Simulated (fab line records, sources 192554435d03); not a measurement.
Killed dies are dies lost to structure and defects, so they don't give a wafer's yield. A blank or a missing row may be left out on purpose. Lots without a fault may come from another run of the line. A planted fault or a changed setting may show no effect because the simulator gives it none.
Split-lot experiment | flow n5_finfet | 7 lots, 21 wafers read, on a route of 1938 steps

THE SPLIT
At N5_BEOL_M13_SPUTTER_43 (material TaN, target thk 15 nm, time 24.19 s), the setting time_s was moved away from the recipe's 24.19 s on 7 of the 21 wafers read, by -9.0% to +13.9%. The other wafers ran this setting at the recipe's value.

The reading is taken at the split's own step.

THE READING
TaN_of_BEOL_M13_SPUTTER_43.thk_nm (the simulator's own value, which no gauge read), in nm, at N5_BEOL_M13_SPUTTER_43 (material TaN, target thk 15 nm, time 24.19 s). The file gives no usual value for it. The 14 wafers here that ran the recipe average 15.0 nm, standard deviation 0.18 nm.

wafer  | tool, chamber at the split | time_s as run, s | against the recipe | TaN_of_BEOL_M13_SPUTTER_43.thk_nm, nm | against lot-mates on the recipe
L076.2 | pvd_sputter-01, -          | 26.38            | +9.1%              | 16.6                                  | +1.6
L076.3 | pvd_sputter-01, -          | 24.19            | recipe             | 15                                    | -
L076.4 | pvd_sputter-01, -          | 26.38            | +9.1%              | 16.2                                  | +1.2
L081.1 | pvd_sputter-03, -          | 24.19            | recipe             | 15                                    | -
L081.4 | pvd_sputter-03, -          | 24.19            | recipe             | 15                                    | -
L081.5 | pvd_sputter-03, -          | 25.76            | +6.5%              | 16                                    | +1.0
L083.1 | pvd_sputter-01, -          | 24.19            | recipe             | 15                                    | -
L083.2 | pvd_sputter-01, -          | 24.19            | recipe             | 15                                    | -
L083.5 | pvd_sputter-01, -          | 24.19            | recipe             | 15.2                                  | -
L091.1 | pvd_sputter-02, -          | 24.19            | recipe             | 15.2                                  | -
L091.3 | pvd_sputter-02, -          | 22.02            | -9.0%              | 13.8                                  | -1.4
L091.6 | pvd_sputter-02, -          | 22.02            | -9.0%              | 14                                    | -1.2
L090.4 | pvd_sputter-02, -          | 24.19            | recipe             | 14.8                                  | -
L090.6 | pvd_sputter-02, -          | 24.19            | recipe             | 14.8                                  | -
L090.5 | pvd_sputter-02, -          | 27.56            | +13.9%             | 16.8                                  | +2.0
L093.1 | pvd_sputter-01, -          | 24.19            | recipe             | 15.2                                  | -
L093.6 | pvd_sputter-01, -          | 24.19            | recipe             | 15.2                                  | -
L093.3 | pvd_sputter-01, -          | 24.19            | recipe             | 15                                    | -
L095.1 | pvd_sputter-02, -          | 25.77            | +6.5%              | 15.6                                  | +0.9
L095.5 | pvd_sputter-02, -          | 24.19            | recipe             | 14.8                                  | -
L095.6 | pvd_sputter-02, -          | 24.19            | recipe             | 14.6                                  | -

THE FIT
A straight line over all 21 wafers: TaN_of_BEOL_M13_SPUTTER_43.thk_nm changes by +0.133 nm for each +1% of time_s; r = +0.97; the points scatter about the line by 0.2 nm.
The same after taking each lot's own level away (the mean of its wafers on the recipe; 21 wafers): +0.147 nm for each +1%; r = +0.99; scatter 0.1 nm.
On that fit, the largest move of time_s shifts the reading by 2 nm.
The lots' own levels span 14.70 to 15.20 nm, that is 2.8 times the standard deviation above.
So the lot-to-lot level changes the slope little: the two slopes agree.
Check: with one of the wafers moved furthest among these (+13.9%) left out of the fit, the line predicts +2.08 nm for it against its lot-mates. It came out at +2 nm against them.

OTHER SPLITS ON THESE WAFERS
These wafers also went through other splits before the reading. Each is held against what the fit with the lots' levels taken away leaves over:
other split on the same wafers    | wafers away from the commonest value | r with TaN_of_BEOL_M13_SPUTTER_43.thk_nm (lot level and that fit taken away)
N5_BEOL_M9_ETCH_66 time_s         | 5                                    | -0.05
N5_BEOL_M9_TRENCH_ETCH_37 bias_w  | 8                                    | -0.14
N5_BEOL_M10_PECVD_70 time_s       | 8                                    | +0.22
N5_BEOL_M11_ETCH_66 time_s        | 5                                    | +0.09
N5_BEOL_M11_ETCH_41 time_s        | 2                                    | -0.31
N5_BEOL_M13_TRENCH_ETCH_34 time_s | 6                                    | +0.10

THE FILE'S OWN FIT
TaN_of_BEOL_M13_SPUTTER_43.thk_nm changes by +0.146 nm for each +1% of time_s, r = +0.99.
